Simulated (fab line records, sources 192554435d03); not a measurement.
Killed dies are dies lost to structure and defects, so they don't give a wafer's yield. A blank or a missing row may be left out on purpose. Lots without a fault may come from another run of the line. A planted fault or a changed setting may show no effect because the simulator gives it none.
Chamber matching | flow n5_finfet | N5_FIN_SAQP_ETCH_65 on rie_si-04: 4 sister chambers
The step etches SiO2 in CF4, target depth 4 nm, time 4.4 s. 4 wafers are shown with their chamber, then 9 later ones without.

WAFERS WITH THEIR CHAMBER
wafer  | chamber | throttle_valve_pct (%)
L080.6 | 2       | 21.83
L085.6 | 1       | 21.26
L088.3 | 0       | 21.44
L088.5 | 3       | 21.84

WAFERS WITHOUT THEIR CHAMBER
wafer  | throttle_valve_pct (%)
L090.1 | 21.82
L090.2 | 21.83
L090.3 | 21.46
L095.1 | 21.44
L095.2 | 21.84
L095.3 | 21.84
L097.1 | 21.44
L097.3 | 21.83
L097.6 | 21.27

WHICH CHAMBER EACH WENT THROUGH
wafer  | from the rows above     | in truth
L090.1 | can't be placed: 2 or 3 | 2
L090.2 | can't be placed: 2 or 3 | 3
L090.3 | 0                       | 0
L095.1 | 0                       | 0
L095.2 | can't be placed: 3 or 2 | 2
L095.3 | can't be placed: 3 or 2 | 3
L097.1 | 0                       | 0
L097.3 | can't be placed: 2 or 3 | 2
L097.6 | 1                       | 1
Placed correctly: 4 of 9. Can't be placed from these rows: 5 (the true chamber is among the candidates in 5). Placed wrongly: 0.
How it was worked out, from the rows above alone: a wafer's distance from a chamber is the root of the sum, over the readings, of the square of ((its reading less the chamber's mean) divided by the reading's scatter). The wafer belongs to the nearest chamber; if the next one is less than 2 further off, it can't be placed. A chamber's mean is the mean of its shown wafers. The scatter: with one shown wafer a chamber, the root of the mean of the squares of how far each hidden wafer lies from its nearest shown one.
